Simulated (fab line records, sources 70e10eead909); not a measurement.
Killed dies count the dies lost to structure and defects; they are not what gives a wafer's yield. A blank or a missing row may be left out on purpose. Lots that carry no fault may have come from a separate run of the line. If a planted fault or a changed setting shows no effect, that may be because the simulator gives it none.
What tool caused it?    flow nand-harc    12 lots with 36 wafers sampled at 5 steps, on a route of 1302 steps

== WHAT THE GAUGES SHOWED, per wafer ==
NHARC_END_SORT_01.
lot   measured      on         defect-limited-yield (%)  killed-at-array  killed-at-other  killed-at-periphery  killed-dies  killed-open  killed-short
L639  day 28 08:27  prober-02  88 89 88                  76 64 78         0 1 1            6 11 5               82 76 84     1 2 1        2 1 1
L645  day 31 14:01  prober-01  87 92 89                  82 54 69         1 2 1            4 1 4                87 57 74     4 0 4        3 2 4

== WHICH TOOL RAN EACH LOT (tool, then ch and the chambers of the sampled wafers, then the start) ==
lot   NHARC_A_BLC_ETCH_18                            NHARC_A_BLC_STRIP_29                NHARC_A_BLC_CMP_25             NHARC_A_M0_PVD_20
L629  rie-diel-07 ch 0,1,2, day 22 15:53 or earlier  rie-diel-04 ch 1,2,3, day 22 15:53  cmp-04 ch 0,1,3, day 22 17:23  pvd-sputter-01, day 22 20:02
L631  rie-diel-07 ch 1,2,3, day 23 08:31 or earlier  rie-diel-07 ch 0,2,3, day 23 08:31  cmp-04 ch 0,1,3, day 23 10:03  pvd-sputter-02, day 23 12:26
L634  rie-diel-04 ch 0,3, day 24 22:31 or earlier    rie-diel-07 ch 2,3, day 24 22:31    cmp-02 ch 2,3, day 25 00:01    pvd-sputter-02, day 25 02:27
L635  rie-diel-07 ch 0,3, day 25 00:21 or earlier    rie-diel-04 ch 1,2,3, day 25 00:21  cmp-02 ch 0,2,3, day 25 01:50  pvd-sputter-01, day 25 04:14
L637  rie-diel-07 ch 0,1,3, day 25 21:10 or earlier  rie-diel-02 ch 0,1,3, day 25 21:10  cmp-01 ch 0,1,3, day 25 22:40  pvd-sputter-02, day 26 01:11
L639  rie-diel-07 ch 0,1,3, day 26 11:53 or earlier  rie-diel-04 ch 0,1,2, day 26 11:53  cmp-01 ch 2,3, day 26 13:25    pvd-sputter-03, day 26 16:01
L645  rie-diel-07 ch 0,2,3, day 29 16:08 or earlier  rie-diel-04 ch 0,1,3, day 29 16:08  cmp-01 ch 0,1,2, day 29 17:53  pvd-sputter-02, day 29 20:23
L647  rie-diel-02 ch 0,2,3, day 30 12:08 or earlier  rie-diel-07 ch 0,3, day 30 12:08    cmp-04 ch 0,1,2, day 30 14:05  pvd-sputter-02, day 30 16:39
L649  rie-diel-07 ch 0,1,3, day 31 02:13 or earlier  rie-diel-07 ch 1,2,3, day 31 02:13  cmp-02 ch 1,2,3, day 31 03:44  pvd-sputter-01, day 31 06:32
L650  rie-diel-07 ch 0,2,3, day 31 03:56 or earlier  rie-diel-04 ch 0,2,3, day 31 03:56  cmp-04 ch 0,1, day 31 05:25    pvd-sputter-03, day 31 08:03
L651  rie-diel-07 ch 2,3, day 31 17:10 or earlier    rie-diel-04 ch 0,1, day 31 17:10    cmp-01 ch 0,2,3, day 31 18:40  pvd-sputter-01, day 31 21:02
L652  rie-diel-04 ch 1,2,3, day 32 07:24 or earlier  rie-diel-04 ch 0,1,2, day 32 07:24  cmp-04 ch 0,1,3, day 32 08:56  pvd-sputter-03, day 32 11:36
- NHARC_A_BLC_ETCH_18: etches the open film in C4F8/O2/Ar, target depth 910 nm.
- NHARC_A_BLC_STRIP_29: strips in CF4.
- NHARC_A_BLC_CMP_25: polishes, t overpolish 30 s, target thk 150 nm.
- NHARC_A_M0_PVD_20: deposits TaN, target thk 5 nm, time 8.06 s.

== AS READ BY THE TOOLS THEMSELVES (means over the sampled wafers that have a number; for cases with no such wafer, the mark the record gives instead) ==
NHARC_A_BLC_ETCH_18.
lot   tool         oes-product-au (a.u.)  rf-vpp-V (V)
L629  rie-diel-07  0.980                  979
L631  rie-diel-07  0.977                  974
L634  rie-diel-04  0.960                  974
L635  rie-diel-07  1.009                  979
L637  rie-diel-07  0.993                  977
L639  rie-diel-07  0.951                  977
L645  rie-diel-07  0.990                  975
L647  rie-diel-02  0.926                  970
L649  rie-diel-07  0.981                  976
L650  rie-diel-07  0.975                  976
L651  rie-diel-07  0.941                  969
L652  rie-diel-04  0.968                  979

NHARC_A_BLC_STRIP_29.
lot   tool         drypump-motor-current-A (A)  mfc-ar-sccm (sccm)  oes-product-au (a.u.)  rf-vpp-V (V)  showerhead-plenum-p-Torr (Torr)  throttle-valve-pct (%)
L629  rie-diel-04  6.0                          0.001               0.999                  59.5          1.78                             13.282
L631  rie-diel-07  5.5                          0.011               1.023                  57.8          1.74                             13.280
L634  rie-diel-07  5.8                          0.011               1.025                  58.8          1.68                             13.284
L635  rie-diel-04  6.0                          0.001               1.002                  60.3          1.78                             13.288
L637  rie-diel-02  5.8                          0.000               1.010                  59.3          1.75                             13.279
L639  rie-diel-04  5.8                          0.008               0.997                  59.3          1.76                             13.282
L645  rie-diel-04  5.9                          0.007               1.008                  59.2          1.76                             13.297
L647  rie-diel-07  5.3                          0.011               1.005                  59.8          1.78                             13.293
L649  rie-diel-07  5.6                          0.022               1.017                  58.5          1.70                             13.285
L650  rie-diel-04  6.0                          0.008               0.999                  58.8          1.74                             13.289
L651  rie-diel-04  5.7                          0.014               0.986                  58.6          1.74                             13.282
L652  rie-diel-04  5.8                          0.008               0.991                  59.3          1.76                             13.278

NHARC_A_BLC_CMP_25.
lot   tool    motor-current-A (A)  overpolish-run-s (s)  pad-life-wafers  time-to-endpoint-s (s)
L629  cmp-04  12.4                 29.999                56               31
L631  cmp-04  12.6                 29.993                134              29
L634  cmp-02  10.8                 29.999                174              33
L635  cmp-02  11.0                 30.003                182              32
L637  cmp-01  12.9                 30.001                62               28
L639  cmp-01  12.0                 29.996                188              32
L645  cmp-01  13.3                 29.995                38               29
L647  cmp-04  12.8                 30.009                20               31
L649  cmp-02  12.0                 30.002                386              31
L650  cmp-04  12.7                 29.996                85               29
L651  cmp-01  12.4                 30.003                284              32
L652  cmp-04  12.1                 30.002                217              27

NHARC_A_M0_PVD_20.
lot   tool            cathode-dc-power-W (W)  throttle-valve-pct (%)
L629  pvd-sputter-01  14998                   29.8
L631  pvd-sputter-02  15002                   30.3
L634  pvd-sputter-02  15310                   30.3
L635  pvd-sputter-01  15001                   29.3
L637  pvd-sputter-02  15307                   30.3
L639  pvd-sputter-03  14998                   29.4
L645  pvd-sputter-02  15002                   29.9
L647  pvd-sputter-02  15000                   30.3
L649  pvd-sputter-01  14999                   30.3
L650  pvd-sputter-03  15001                   29.9
L651  pvd-sputter-01  14998                   30.4
L652  pvd-sputter-03  15001                   29.7

== THE ANSWER, worked out from the rows above alone ==
Rule: what is usual is taken from the lots themselves. The widest of any qualifying gaps counts: lots, ordered by their means at a reading, are off when they make up no more than a third of the lots, leave a main group of 4 or more, and stand apart from it by 3 or more times the standard deviation of that group's means. If all means in a main group match to the digits the tables above print for the reading, that group is not used. A lot without any number at a reading at which 4 lots or more have one is off too. The other lots that the step has rows for count as sound. Order of review: gauges by route order, followed by the tools' own readings, for which a lot's mean as printed above is used. At the first step where some lot is off, the reading lying furthest off is the one used; lots without a number count as furthest.
Off: L634, L637, at NHARC_A_M0_PVD_20 (cathode-dc-power-W). Mean 15000 W and standard deviation 1.5 in the main group.
A tool fits if, at that step or a process step before it, it ran every lot that is off, and no sound lot after the first of them. With no start given for some of its lots, NHARC_A_BLC_ETCH_18 uses the hours and lot order of NHARC_A_BLC_STRIP_29. Not one of the candidates tried fits.

== WHAT HAD BEEN PUT IN BY THE SIMULATOR ==
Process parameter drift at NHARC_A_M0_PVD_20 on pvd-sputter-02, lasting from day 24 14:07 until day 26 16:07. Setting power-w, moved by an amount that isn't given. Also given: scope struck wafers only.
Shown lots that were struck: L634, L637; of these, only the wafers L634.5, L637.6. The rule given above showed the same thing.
